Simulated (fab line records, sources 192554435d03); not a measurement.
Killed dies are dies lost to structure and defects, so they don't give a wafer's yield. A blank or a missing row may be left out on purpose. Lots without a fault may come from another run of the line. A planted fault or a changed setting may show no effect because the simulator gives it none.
Chamber matching | flow n5_finfet | N5_BEOL_M8_ETCH_61 on rie_diel-06: 4 sister chambers
The step etches SiARC in CF4, target depth 45.5 nm, time 75.8 s. 4 wafers are shown with their chamber, then 9 later ones without.

WAFERS WITH THEIR CHAMBER
wafer  | chamber | showerhead_plenum_p_Torr (Torr)
L089.2 | 1       | 2.20
L091.1 | 2       | 2.16
L091.2 | 0       | 2.08
L091.6 | 3       | 2.14

WAFERS WITHOUT THEIR CHAMBER
wafer  | showerhead_plenum_p_Torr (Torr)
L093.2 | 2.20
L093.4 | 2.14
L093.5 | 2.07
L094.1 | 2.16
L094.2 | 2.14
L094.4 | 2.07
L097.1 | 2.07
L097.2 | 2.16
L097.6 | 2.14

WHICH CHAMBER EACH WENT THROUGH
wafer  | from the rows above | in truth
L093.2 | 1                   | 1
L093.4 | 3                   | 3
L093.5 | 0                   | 0
L094.1 | 2                   | 2
L094.2 | 3                   | 3
L094.4 | 0                   | 0
L097.1 | 0                   | 0
L097.2 | 2                   | 2
L097.6 | 3                   | 3
Placed correctly: 9 of 9. Can't be placed from these rows: 0. Placed wrongly: 0.
How it was worked out, from the rows above alone: a wafer's distance from a chamber is the root of the sum, over the readings, of the square of ((its reading less the chamber's mean) divided by the reading's scatter). The wafer belongs to the nearest chamber; if the next one is less than 2 further off, it can't be placed. A chamber's mean is the mean of its shown wafers. The scatter: with one shown wafer a chamber, the root of the mean of the squares of how far each hidden wafer lies from its nearest shown one.
